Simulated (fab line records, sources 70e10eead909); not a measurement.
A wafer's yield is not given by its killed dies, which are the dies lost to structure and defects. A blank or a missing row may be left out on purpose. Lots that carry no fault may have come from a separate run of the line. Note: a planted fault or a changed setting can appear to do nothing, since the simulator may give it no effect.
Chamber matching / flow nand_harc / 4 sister chambers for NHARC_A_DECK1_JOINT_ETCHBACK_07 on rie_si-06
The step etches the open film in HBr, target depth 105 nm, time 26.9 s. 4 wafers are shown with their chamber, then 8 later ones without.

## WAFERS WITH THEIR CHAMBER
wafer=L089.1; chamber=2; oes_product_au (a.u.)=1.000
wafer=L089.6; chamber=0; oes_product_au (a.u.)=1.012
wafer=L092.3; chamber=1; oes_product_au (a.u.)=0.987
wafer=L094.2; chamber=3; oes_product_au (a.u.)=0.985

## WAFERS WITHOUT THEIR CHAMBER
wafer=L094.3; oes_product_au (a.u.)=1.005
wafer=L094.5; oes_product_au (a.u.)=1.009
wafer=L096.1; oes_product_au (a.u.)=1.012
wafer=L096.4; oes_product_au (a.u.)=1.015
wafer=L096.6; oes_product_au (a.u.)=0.983
wafer=L097.2; oes_product_au (a.u.)=0.980
wafer=L097.3; oes_product_au (a.u.)=1.002
wafer=L097.4; oes_product_au (a.u.)=1.017

## WHICH CHAMBER EACH ONE RAN IN
wafer=L094.3; from the rows above=can't be placed: 2 or 0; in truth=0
wafer=L094.5; from the rows above=can't be placed: 0 or 2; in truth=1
wafer=L096.1; from the rows above=0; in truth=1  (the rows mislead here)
wafer=L096.4; from the rows above=0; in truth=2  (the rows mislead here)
wafer=L096.6; from the rows above=can't be placed: 3 or 1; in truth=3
wafer=L097.2; from the rows above=can't be placed: 3 or 1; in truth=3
wafer=L097.3; from the rows above=2; in truth=2
wafer=L097.4; from the rows above=0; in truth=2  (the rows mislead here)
Correct placement for 1 of the 8. Can't be placed from these rows: 4 (the true chamber is among the candidates in 3). Placed wrongly: 3.
How it was worked out, from the rows above alone: a wafer's distance from a chamber is the root of the sum, over the readings, of the square of ((its reading less the chamber's mean) divided by the reading's scatter). The wafer belongs to the nearest chamber; if the next one is less than 2 further off, it can't be placed. Each chamber's mean is taken over the wafers shown for it. The scatter: with one shown wafer a chamber, the root of the mean of the squares of how far each hidden wafer lies from its nearest shown one.
